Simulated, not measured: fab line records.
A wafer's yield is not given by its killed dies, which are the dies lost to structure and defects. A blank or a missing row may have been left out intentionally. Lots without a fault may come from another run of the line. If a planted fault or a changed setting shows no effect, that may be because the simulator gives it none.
Matching of chambers	flow n5Finfet	4 sister chambers for N5_BEOL_M1_ETCH_74 on rieDiel-03
The step etches underlayer in N2/H2, target depth 6.5 nm, time 5.2 s. 16 wafers are shown with their chamber, then 8 later ones without.

WAFERS WITH THEIR CHAMBER
wafer	chamber	showerheadPlenumPTorr (Torr)	throttleValvePct (%)	drypumpMotorCurrentA (A)
L077.3	3	2.65	18.6	5.9
L077.4	2	2.45	17.5	5.2
L077.6	3	2.65	18.6	5.8
L075.3	2	2.45	17.5	5.2
L075.4	2	2.45	17.5	5.2
L075.6	0	2.70	17.5	5.2
L078.2	0	2.70	17.5	5.3
L078.4	2	2.45	17.5	5.2
L078.5	0	2.70	17.5	5.2
L082.1	0	2.70	17.5	5.3
L082.4	2	2.45	17.5	5.2
L082.5	0	2.70	17.6	5.3
L083.1	3	2.64	18.6	5.9
L083.2	1	2.68	17.4	6.0
L083.5	2	2.45	17.6	5.2
L086.1	1	2.68	17.4	6.0

SIGNATURES (averages over the wafers above)
reading	chamber 0	chamber 1	chamber 2	chamber 3	scatter within a chamber
showerheadPlenumPTorr	2.7000	2.6800	2.4500	2.6467	0.00236
throttleValvePct	17.520	17.400	17.517	18.600	0.0369
drypumpMotorCurrentA	5.260	6.000	5.200	5.867	0.0394
Rule: distance of a wafer from a chamber = root of the sum over the readings of ((wafer's reading minus chamber's mean) / reading's scatter) squared. If the next closest chamber is less than 2 further off than the closest, the wafer can't be placed; otherwise it belongs to the closest. The scatter: take each reading less its chamber's mean, square it, sum over the shown wafers, divide by the number of wafers less the number of chambers, and take the root.

WAFERS MISSING THEIR CHAMBER
wafer	showerheadPlenumPTorr (Torr)	throttleValvePct (%)	drypumpMotorCurrentA (A)
L086.2	2.64	18.6	5.9
L086.4	2.68	17.4	6.0
L087.1	2.70	17.5	5.3
L087.2	2.64	18.6	5.9
L087.6	2.68	17.4	6.0
L096.1	2.63	18.2	5.9
L096.2	2.67	17.4	6.0
L096.4	2.69	17.6	5.2

EACH ONE'S CHAMBER
wafer	from the rows above	in truth
L086.2	3	3
L086.4	1	1
L087.1	0	0
L087.2	3	3
L087.6	1	1
L096.1	3	3
L096.2	1	1
L096.4	0	0
Correctly placed: 8 of 8. From these rows, 0 cannot be placed. Wrongly placed: 0.
